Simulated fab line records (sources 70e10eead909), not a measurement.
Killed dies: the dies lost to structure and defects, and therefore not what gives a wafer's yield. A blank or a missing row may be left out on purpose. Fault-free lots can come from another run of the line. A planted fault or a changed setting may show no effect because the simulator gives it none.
Chamber matching :: flow nandHarc :: pecvd-03 running NHARC_P_CONTACT_DEP_30: 3 sister chambers
The step deposits SiNx, target thk 30 nm. 18 wafers are shown with their chamber, then 9 later ones without.

## EACH WAFER AND ITS CHAMBER
wafer: L078.2
chamber: 2
heaterPowerW (W): 688

wafer: L078.3
chamber: 1
heaterPowerW (W): 779

wafer: L078.5
chamber: 1
heaterPowerW (W): 770

wafer: L080.1
chamber: 1
heaterPowerW (W): 869

wafer: L080.2
chamber: 2
heaterPowerW (W): 626

wafer: L080.5
chamber: 1
heaterPowerW (W): 850

wafer: L082.1
chamber: 0
heaterPowerW (W): 602

wafer: L082.4
chamber: 2
heaterPowerW (W): 683

wafer: L082.6
chamber: 1
heaterPowerW (W): 858

wafer: L084.1
chamber: 0
heaterPowerW (W): 608

wafer: L084.4
chamber: 0
heaterPowerW (W): 602

wafer: L084.5
chamber: 2
heaterPowerW (W): 717

wafer: L088.3
chamber: 2
heaterPowerW (W): 713

wafer: L088.4
chamber: 0
heaterPowerW (W): 550

wafer: L088.6
chamber: 1
heaterPowerW (W): 851

wafer: L091.1
chamber: 0
heaterPowerW (W): 593

wafer: L091.3
chamber: 2
heaterPowerW (W): 668

wafer: L091.4
chamber: 2
heaterPowerW (W): 667

SIGNATURES, as means of the wafers listed above
reading: heaterPowerW
chamber 0: 591.00
chamber 1: 829.50
chamber 2: 680.29
scatter within a chamber: 34
Rule: for a wafer and a chamber, the distance is found by dividing, reading by reading, the gap between the wafer's reading and the chamber's mean by the reading's scatter, squaring, summing and taking the root. If the next closest chamber is less than 2 further off than the closest, the wafer can't be placed; otherwise it belongs to the closest. How the scatter is found: for the shown wafers, subtract from each reading the mean of its chamber, square and add these, divide the total by (wafers less chambers), then take the root.

## WAFERS MISSING THEIR CHAMBER
wafer: L090.1
heaterPowerW (W): 674

wafer: L090.2
heaterPowerW (W): 861

wafer: L090.3
heaterPowerW (W): 539

wafer: L090.4
heaterPowerW (W): 565

wafer: L090.5
heaterPowerW (W): 863

wafer: L090.6
heaterPowerW (W): 651

wafer: L095.1
heaterPowerW (W): 602

wafer: L095.4
heaterPowerW (W): 681

wafer: L095.5
heaterPowerW (W): 839

## THE CHAMBER EACH PASSED THROUGH
wafer: L090.1
from the rows above: 2
in truth: 2

wafer: L090.2
from the rows above: 1
in truth: 1

wafer: L090.3
from the rows above: 0
in truth: 0

wafer: L090.4
from the rows above: 0
in truth: 0

wafer: L090.5
from the rows above: 1
in truth: 1

wafer: L090.6
from the rows above: can't be placed: 2 or 0
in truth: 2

wafer: L095.1
from the rows above: can't be placed: 0 or 2
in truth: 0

wafer: L095.4
from the rows above: 2
in truth: 2

wafer: L095.5
from the rows above: 1
in truth: 1
Correct placement for 7 of the 9. Not placeable from these rows: 2 (in 2, the candidates include the true chamber). 0 placed wrongly.
